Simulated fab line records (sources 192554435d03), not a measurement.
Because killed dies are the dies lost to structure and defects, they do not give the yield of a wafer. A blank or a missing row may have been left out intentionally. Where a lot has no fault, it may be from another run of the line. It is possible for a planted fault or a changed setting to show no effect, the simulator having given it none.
Split-lot study ; flow n5Finfet ; route with 1938 steps; 7 lots, 21 wafers read

ABOUT THE SPLIT
At N5_GATE_CUT_ETCH_58 (etches SiNx in CH3F/O2, target depth 17 nm, time 128.6 s), the setting biasW was moved away from the recipe's 21 W on 10 of the 21 wafers read, by -17.8% to +6.4%. The other wafers ran this setting at the recipe's value.

The split's own step is where the reading is taken.

THE READING
rfVppV, in V, at N5_GATE_CUT_ETCH_58 (etches SiNx in CH3F/O2, target depth 17 nm, time 128.6 s). Fault-free wafers of this fab line usually give 99.3 V, standard deviation 0.96 V.

wafer;tool, chamber at the split;biasW as run, W;against the recipe;rfVppV, V;against lot-mates on the recipe
L078.1;rieDiel-04, 0;17.26;-17.8%;87.3;-10.1
L078.4;rieDiel-04, 3;21;recipe;97.4;-
L078.6;rieDiel-04, 0;17.26;-17.8%;87.5;-9.9
L079.2;rieDiel-04, 2;21;recipe;97.9;-
L079.3;rieDiel-04, 3;18.23;-13.2%;89.3;-9.1
L079.5;rieDiel-04, 3;21;recipe;98.9;-
L082.4;rieDiel-03, 0;21;recipe;98.8;-
L082.5;rieDiel-03, 2;22.16;+5.5%;104.2;+5.4
L082.6;rieDiel-03, 3;22.16;+5.5%;102.5;+3.7
L083.2;rieDiel-03, 3;19.26;-8.3%;95.3;no lot-mate on the recipe
L083.4;rieDiel-03, 2;19.26;-8.3%;94.4;no lot-mate on the recipe
L083.6;rieDiel-03, 2;19.26;-8.3%;94.7;no lot-mate on the recipe
L086.3;rieDiel-04, 1;21;recipe;99.3;-
L086.5;rieDiel-04, 0;21;recipe;99.7;-
L086.6;rieDiel-04, 1;21;recipe;98.4;-
L093.1;rieDiel-04, 3;21;recipe;99.0;-
L093.5;rieDiel-04, 1;22.35;+6.4%;103.0;+4.0
L093.6;rieDiel-04, 2;22.35;+6.4%;102.9;+3.9
L097.1;rieDiel-03, 0;21;recipe;99.8;-
L097.5;rieDiel-03, 2;21;recipe;99.6;-
L097.6;rieDiel-03, 1;21;recipe;99.5;-

THE FIT
A straight line over all 21 wafers: rfVppV changes by +0.648 V for each +1% of biasW; r = +0.98; the points scatter about the line by 0.87 V.
The same after taking each lot's own level away (the mean of its wafers on the recipe; 18 wafers): +0.611 V for each +1%; r = +0.99; scatter 0.7 V.
Per that fit: largest biasW move, reading shift of 11 V.
The span of the lots' own levels, 97.40 to 99.63 V, comes to 2.3 times the standard deviation stated above.
The two slopes agree, so the slope changes little with the lot-to-lot level.
Check: with one of the wafers moved furthest among these (-17.8%) left out of the fit, the line predicts -11 V for it against its lot-mates. Against them it came out at -10.1 V.
Tool readings at the split's step, against how far the setting was moved: rfVppV r = +0.98.

THESE WAFERS: OTHER SPLITS
Note: prior to the reading, these wafers also went through further splits. Each is held against what the fit with the lots' levels taken away leaves over:
other split on the same wafers;wafers away from the commonest value;r with rfVppV (lot level and that fit taken away)
N5_SDB_COAT_03 spinRpm;8;-0.17

THE FILE'S OWN FIT
rfVppV changes by +0.617 V for each +1% of biasW, r = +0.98.
